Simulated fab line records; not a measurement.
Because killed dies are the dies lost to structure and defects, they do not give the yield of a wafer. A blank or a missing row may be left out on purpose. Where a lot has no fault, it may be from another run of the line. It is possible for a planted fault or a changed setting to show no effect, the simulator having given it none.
A lot that was struck, set against a sound lot | flow n5 finfet | 24 out of 1938 route steps
Sound: wafers L293.2, L293.3, L293.4. Wafers L301.1, L301.4, L301.6 were the ones struck. The cause is given at the end.
At each step with rows: each side's tool, then ch and its chambers, then its first start. Under that, the readings that differ: sound wafers | struck wafers | difference of the means | sigmas: that difference in standard deviations of wafers without a fault.
alike: readings with means less than 2 such deviations apart, plus words and numbers identical on both sides. not compared: withheld readings, readings lacking a value on some wafer, bounds such as >300 that could conceal the same value, and numbers that have no deviation in the record and whose values overlap.
The two part at a step that has a row with sigmas, a row that says differs or no value, or rows on one side only. Non-overlapping numbers with no deviation appear without sigmas and do not part them. A reading missing from all wafers of one side parts the sides only when that side holds two or more wafers.

first, 1 step without rows for these wafers: N5_DUMMY_GATE_SRD_01 (time 30 s).
N5_DUMMY_GATE_ALD_02: deposits SiO2, target thk 2 nm, pulse time 1 s.
  sound on ald sin-04 ch 1,2,3, day 4 22:08; struck on ald sin-02 ch 0,1,3, day 6 20:10
  alike: heater power w, precursor pulse height rel
then, 3 steps without rows for these wafers: N5_DUMMY_GATE_CVD_03 (deposits a-Si from SiH4, target thk 150 nm, time 8042 s); N5_DUMMY_GATE_PRECLEAN_46 (cleans in DIW, time 89.5 s); N5_DUMMY_GATE_SRD_47 (dry time 32 s).
N5_DUMMY_GATE_CMP_04: polishes a-Si.
  sound on cmp-01 ch 0,2,3, day 5 01:59; struck on cmp-02 ch 0,2, day 7 00:01
  alike: edge zone pressure frac, motor current A, retaining ring pressure frac, time to endpoint s
  not compared: pad life wafers
N5_DUMMY_GATE_THK_MEAS_05:
  sound on film metro-02 at day 5 02:13; struck on film metro-02 at day 7 00:16
  alike: thk nm
then, 5 steps without rows for these wafers: N5_DUMMY_GATE_HM_DEP_06 (deposits SiNx from DCS/NH3, target thk 80 nm, time 5141 s); N5_DUMMY_GATE_PECVD_30 (deposits SiO2 from TEOS/O2, target thk 55 nm, time 10.8 s); N5_DUMMY_GATE_COAT_34 (time 60 s, resist thk 60 nm); N5_DUMMY_GATE_COAT_35 (time 60 s, resist thk 10 nm); N5_DUMMY_GATE_COAT_28 (time 60 s, resist thk 10 nm).
N5_DUMMY_GATE_COAT_09: resist thk 30 nm.
  sound on litho track-05 ch 0, day 5 06:15; struck on litho track-05 ch 0, day 7 04:18
  reading                                         | sound                | struck               | difference | sigmas
  spin speed rpm (rpm)                            | 1501.2 1500.5 1499.3 | 1544.9 1543.1 1543.6 | +43.5      | +36
  model.CAR-EUV_of_DUMMY_GATE_COAT_09.thk nm (nm) | 30 30 30             | 29.4 29.4 29.4       | -0.6       |
  alike: resist line temp C
then, 5 steps without rows for these wafers: N5_DUMMY_GATE_EBR_11; N5_DUMMY_GATE_SOFTBAKE_10 (time 60 s); N5_DUMMY_GATE_EXPOSE_12 (exposes mask GATE, target cd 25 nm); N5_DUMMY_GATE_PEB_13 (peb time 60 s); N5_DUMMY_GATE_DEVELOP_14 (develop time 30 s).
N5_DUMMY_GATE_CD_MEAS_15: target cd 25.8 nm.
  sound on cd sem-02 ch 0, day 5 06:38; struck on cd sem-02 ch 0, day 7 04:41
  alike: cd nm
N5_DUMMY_GATE_OVL_MEAS_16:
  sound on overlay-02 ch 0, day 5 06:41; struck on overlay-02 ch 0, day 7 04:43
  reading       | sound       | struck       | difference | sigmas
  GATE_OVL (nm) | 0.9 1.8 2.0 | 0.5 0.1 -0.1 | -1.4       | -2
N5_DUMMY_GATE_INSPECT_17: inspects for defects (brightfield).
  sound on defect inspect-02 at day 5 06:44; struck on defect inspect-02 at day 7 04:47
  alike: raw defect count
N5_DUMMY_GATE_DESCUM_20: chemistry O2, time 6.2 s.
  sound on rie diel-03 ch 0,1,2, day 5 06:46; struck on rie diel-05 ch 0,1,2, day 7 04:49
  reading                                         | sound          | struck         | difference | sigmas
  model.CAR-EUV_of_DUMMY_GATE_COAT_09.thk nm (nm) | 26.4 26.4 26.4 | 25.8 25.8 25.8 | -0.6       |
  alike: drypump motor current A, oes product au, rf vpp V, showerhead plenum p Torr, throttle valve pct
  not compared: rf hours counter h
N5_DUMMY_GATE_ETCH_29: etches underlayer in N2/H2, target depth 13 nm.
  sound on rie diel-03 ch 0,1,2, day 5 06:50; struck on rie diel-05 ch 0,1,2, day 7 04:53
  alike: bias w, drypump motor current A, oes product au, rf vpp V, showerhead plenum p Torr, throttle valve pct
  not compared: rf hours counter h
-- record jumps: 10 days separate the struck wafers' starts on either side; left off in module DUMMY_GATE, taken up again in module PASSIVATION, whose first shown step is the route's number 1936 --
N5_PASSIVATION_PROBE_49:
  sound on prober-02 at day 15 00:24; struck on prober-02 at day 16 18:14
  reading      | sound    | struck   | difference | sigmas
  killed short | 35 25 15 | 46 38 44 | +18        | +2
  alike: killed_at_M0_to_M3, killed_at_M4_up, killed at contacts, killed at front end, killed at other, killed dies, killed on rim, killed open

## WHERE THEY PART
Earliest at N5_DUMMY_GATE_COAT_09; latest, in this record, at N5_PASSIVATION_PROBE_49.

WHY: what had been put in by the simulator
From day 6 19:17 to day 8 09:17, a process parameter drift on litho track-05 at N5_DUMMY_GATE_COAT_09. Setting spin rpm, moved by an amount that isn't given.
